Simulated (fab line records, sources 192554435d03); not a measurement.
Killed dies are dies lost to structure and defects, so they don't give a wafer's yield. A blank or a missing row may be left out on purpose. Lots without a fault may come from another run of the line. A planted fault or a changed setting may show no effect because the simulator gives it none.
A struck lot beside a sound one | flow n5_finfet | 38 steps out of a route of 1938
Sound: wafers L683.1, L683.4, L683.5. Struck: wafers L671.2, L671.4, L671.6. The cause comes at the end.
At each step with rows: each side's tool, then ch and its chambers, then its first start. Under that, the readings that differ: sound wafers | struck wafers | difference of the means | sigmas: that difference in standard deviations of wafers without a fault.
alike: readings whose means differ by less than 2 such deviations, and words and numbers that are the same on both sides. not compared: withheld readings, readings that some wafer has no value for, bounds like >300 that may hide the same value, and numbers for which the record gives no deviation and whose values overlap.
The two part at a step that has a row with sigmas, a row that says differs or no value, or rows on one side only. Numbers that don't overlap but have no deviation are shown without sigmas and don't part them. A reading that every wafer of one side lacks parts them only if that side has two wafers or more.

first, 9 steps without rows for these wafers: N5_BEOL_M4_ANNEAL_95 (time 240 s); N5_BEOL_M4_SPUTTER_96 (material Cu, target thk 4.5 nm, time 8.29 s); N5_BEOL_M4_ECD_50 (material Cu, target thk 300 nm); N5_BEOL_M4_ANNEAL_51 (time 90 s); N5_BEOL_M4_CMP_52 (polishes, stops on SiOC, t overpolish 6.8 s, target thk 40 nm); N5_BEOL_M4_PRE_CLEAN_60 (time 15 s); N5_BEOL_M4_CO_CAP_55 (material Co, precursor CCTBA/H2, target thk 2 nm, time 102.1 s); N5_BEOL_M4_PRE_CLEAN_56 (time 15 s); N5_BEOL_M4_DEP_57 (deposits SiCN from 3MS/NH3, target thk 8 nm, time 14 s).
N5_BEOL_M4_RC_MEAS_101:
  sound on prober-02 ch 0, day 14 02:05; struck on prober-02 ch 0, day 11 02:43
  reading       | sound          | struck         | difference | sigmas
  SS_P (mV/dec) | 72.2 72.6 72.5 | 73.7 75.1 74.3 | +1.9       | +2
  alike: DIBL_N, DIBL_P, IOFF_N, IOFF_P, ION_N, ION_P, SS_N, VT_N, VT_P
then, 24 steps without rows for these wafers: N5_BEOL_M5_ILD_DEP_00 (deposits SiCOH lowk from DEMS/porogen, target thk 140.64 nm, time 25.9 s); N5_BEOL_M5_CURE_79 (cures SiCOH lowk, time 240 s); N5_BEOL_M5_PECVD_70 (deposits SiO2 from TEOS/O2, target thk 16 nm, time 18 s); N5_BEOL_M5_HM_DEP_02 (deposits TiN, target thk 20 nm); N5_BEOL_M5_COAT_59 (time 60 s, resist thk 60 nm); N5_BEOL_M5_COAT_60 (time 60 s, resist thk 12 nm); N5_BEOL_M5_COAT_71 (time 60 s, resist thk 5 nm); N5_BEOL_M5_COAT_05 (resist thk 30 nm); N5_BEOL_M5_EBR_07; N5_BEOL_M5_SOFTBAKE_06 (time 60 s); N5_BEOL_M5_EXPOSE_08 (exposes mask M5, target cd 28 nm); N5_BEOL_M5_PEB_09 (peb time 60 s); N5_BEOL_M5_DEVELOP_10 (develop time 30 s); N5_BEOL_M5_DESCUM_16 (chemistry O2, time 7 s); N5_BEOL_M5_ETCH_72 (etches underlayer in N2/H2, target depth 6.5 nm, time 5.2 s); N5_BEOL_M5_ETCH_61 (etches SiARC in CF4, target depth 15.6 nm, time 26 s); N5_BEOL_M5_ETCH_62 (etches SOC in N2/H2, target depth 75 nm, overetch 15 nm, time 112.5 s); N5_BEOL_M5_STRIP_63 (strips in N2/H2); N5_BEOL_M5_STRIP_73 (strips in N2/H2); N5_BEOL_M5_STRIP_64 (strips in CF4); N5_BEOL_M5_HM_OPEN_17 (chemistry Cl2/BCl3, target TiN, target depth 20 nm, overetch 6 nm); N5_BEOL_M5_STRIP_19 (strips in O2); N5_BEOL_M5_COAT_65 (time 60 s, resist thk 60 nm); N5_BEOL_M5_COAT_66 (time 60 s, resist thk 12 nm).
N5_BEOL_M7_TRENCH_ETCH_37: etches SiCOH lowk in C4F6/O2, target depth 93.478 nm, time 31.2 s.
  sound on rie_diel-01 ch 1,3, day 15 08:53; struck on rie_diel-03 ch 0,2,3, day 12 04:44
  no value came back on the struck wafers for any of 7 readings (C4F6_flow_sccm (sccm), O2_flow_sccm (sccm) and others); on the sound wafers C4F6_flow_sccm (sccm) reads 10.00 10.05 10.00
  reading                                    | sound        | struck         | difference | sigmas
  model.TiN_of_BEOL_M7_HM_DEP_02.thk_nm (nm) | 17.8 17.6 18 | 19.8 19.8 19.8 | +2.0       |
  not compared: rf_hours_counter_h
N5_BEOL_M7_OCD_MEAS_38:
  sound on ocd-02, day 15 09:02; struck on ocd-01, day 12 04:53
  reading              | sound          | struck | difference | sigmas
  trench_depth_nm (nm) | 91.5 93.5 92.9 | 0 0 0  | -93        | -42
N5_BEOL_M7_CMP_52: polishes, stops on SiCOH lowk, t overpolish 6.9 s, target thk 80 nm.
  sound on cmp-01 ch 0,1,2, day 15 12:28; struck on cmp-01 ch 0,2,3, day 12 08:34
  reading                                | sound          | struck    | difference | sigmas
  model.Cu_of_BEOL_M7_ECD_50.thk_nm (nm) | 77.4 78.8 79.8 | 1.6 3 1.4 | -76.7      |
  alike: clearing_platen_down_force_psi, head_pressure_psi, motor_current_A
-- the record jumps here: 3 days lie between the struck wafers' starts before and after (it left off in module BEOL_M7 and takes up again in module PASSIVATION, whose first step shown is number 1936 of the route) --
N5_PASSIVATION_PROBE_49:
  sound on prober-02, day 18 14:15; struck on prober-01, day 15 11:58
  reading                  | sound          | struck         | difference | sigmas
  defect_limited_yield (%) | 91.6 91.4 91.6 | 0 0 0          | -92        | -65
  killed_at_M4_up          | 9 13 10        | 1084 1090 1072 | +1071      | +99 or more
  killed_at_contacts       | 10 10 7        | 21 25 18       | +12        | +2
  killed_dies              | 99 102 99      | 1180 1180 1180 | +1080      | +64
  killed_on_rim            | 9 18 8         | 152 152 152    | +140       | +36
  sort_bin_5_function (%)  | 4.7 4.6 5.0    | 95.8 95.9 95.8 | +91.1      | +96
  sort_n_pass              | 1081 1078 1081 | 0 0 0          | -1080      | -64
  sort_yield_pct (%)       | 91.6 91.4 91.6 | 0 0 0          | -92        | -61
  alike: killed_at_M0_to_M3, killed_at_front_end, killed_at_other, killed_open, killed_short, sort_bin_4_leakage, sort_bin_6_memory, sort_bin_8_speed

WHERE THEY PART
First at N5_BEOL_M4_RC_MEAS_101; last, within this record, at N5_PASSIVATION_PROBE_49.

WHY: what the simulator had put in
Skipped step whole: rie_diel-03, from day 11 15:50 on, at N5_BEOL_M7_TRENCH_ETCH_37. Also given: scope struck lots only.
